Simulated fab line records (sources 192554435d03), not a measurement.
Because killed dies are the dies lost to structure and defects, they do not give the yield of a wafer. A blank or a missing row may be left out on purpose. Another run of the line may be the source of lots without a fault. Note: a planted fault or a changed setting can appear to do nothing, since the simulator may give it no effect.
Split-lot study + flow n5 finfet + route with 1938 steps; 7 lots, 21 wafers read

## SPLIT DETAILS
At N5_BEOL_M0_SAQP_HM_DEP_02 (deposits TiN, target thk 12 nm), the setting target thk a was moved away from the recipe's 120 angstrom on 7 of the 21 wafers read, by -12.9% to +4.5%. This setting was run at the recipe's value on the other wafers.

The reading is taken at the split's own step.

## THE READING
TiN_of_BEOL_M0_SAQP_HM_DEP_02.thk nm (the simulator's own value, which no gauge read), in nm, at N5_BEOL_M0_SAQP_HM_DEP_02 (deposits TiN, target thk 12 nm). The file does not state a usual value for it. The 14 wafers here that ran the recipe average 12.0 nm, standard deviation 0.24 nm.

| wafer  | tool, chamber at the split | target thk a as run, angstrom | against the recipe | TiN_of_BEOL_M0_SAQP_HM_DEP_02.thk nm, nm | against lot-mates on the recipe |
|--------|----------------------------|-------------------------------|--------------------|------------------------------------------|---------------------------------|
| L078.2 | pvd sputter-01, -          | 104.7                         | -12.7%             | 10.8                                     | -1.3                            |
| L078.3 | pvd sputter-01, -          | 120                           | recipe             | 12                                       | -                               |
| L078.5 | pvd sputter-01, -          | 120                           | recipe             | 12.2                                     | -                               |
| L077.1 | pvd sputter-01, -          | 120                           | recipe             | 11.8                                     | -                               |
| L077.5 | pvd sputter-01, -          | 120                           | recipe             | 11.8                                     | -                               |
| L077.3 | pvd sputter-01, -          | 120                           | recipe             | 12                                       | -                               |
| L085.2 | pvd sputter-01, -          | 120                           | recipe             | 11.8                                     | -                               |
| L085.4 | pvd sputter-01, -          | 120                           | recipe             | 11.8                                     | -                               |
| L085.5 | pvd sputter-01, -          | 120                           | recipe             | 11.8                                     | -                               |
| L086.1 | pvd sputter-01, -          | 110.8                         | -7.7%              | 11.4                                     | -0.6                            |
| L086.3 | pvd sputter-01, -          | 110.8                         | -7.7%              | 11.2                                     | -0.8                            |
| L086.4 | pvd sputter-01, -          | 120                           | recipe             | 12                                       | -                               |
| L089.2 | pvd sputter-02, -          | 120                           | recipe             | 12.4                                     | -                               |
| L089.3 | pvd sputter-02, -          | 120                           | recipe             | 12.6                                     | -                               |
| L089.5 | pvd sputter-02, -          | 120                           | recipe             | 12.2                                     | -                               |
| L091.2 | pvd sputter-01, -          | 120                           | recipe             | 12                                       | -                               |
| L091.4 | pvd sputter-01, -          | 125.4                         | +4.5%              | 12.4                                     | +0.3                            |
| L091.5 | pvd sputter-01, -          | 120                           | recipe             | 12.2                                     | -                               |
| L095.1 | pvd sputter-01, -          | 104.5                         | -12.9%             | 10.6                                     | no lot-mate on the recipe       |
| L095.6 | pvd sputter-01, -          | 104.5                         | -12.9%             | 10.6                                     | no lot-mate on the recipe       |
| L095.3 | pvd sputter-01, -          | 104.5                         | -12.9%             | 10.4                                     | no lot-mate on the recipe       |

THE FIT
A straight line over all 21 wafers: TiN_of_BEOL_M0_SAQP_HM_DEP_02.thk nm changes by +0.109 nm for each +1% of target thk a; r = +0.94; the points scatter about the line by 0.22 nm.
The same after taking each lot's own level away (the mean of its wafers on the recipe; 18 wafers): +0.0947 nm for each +1%; r = +0.96; scatter 0.11 nm.
Per that fit: largest target thk a move, reading shift of 1.2 nm.
Across the lots, their own levels run from 11.80 to 12.40 nm, a range of 2.5 times the standard deviation given above.
Thus the slope moves with the lot-to-lot level: the two fits are different.
Check: with one of the wafers moved furthest among these (-12.7%) left out of the fit, the line predicts -1.12 nm for it against its lot-mates. It came out at -1.3 nm against them.

## ADDITIONAL SPLITS CARRIED BY THESE WAFERS
Note: prior to the reading, these wafers also went through further splits. Each is held against what the fit with the lots' levels taken away leaves over:
| other split on the same wafers           | wafers away from the commonest value | r with TiN_of_BEOL_M0_SAQP_HM_DEP_02.thk nm (lot level and that fit taken away) |
|------------------------------------------|--------------------------------------|---------------------------------------------------------------------------------|
| N5_MOL_CONTACT_COAG_EXPOSE_81 dose mj    | 7                                    | -0.15                                                                           |
| N5_MOL_CONTACT_COAG_CVD_140 target thk a | 10                                   | +0.11                                                                           |

## THE FILE'S OWN FIT
TiN_of_BEOL_M0_SAQP_HM_DEP_02.thk nm changes by +0.0964 nm for each +1% of target thk a, r = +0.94.
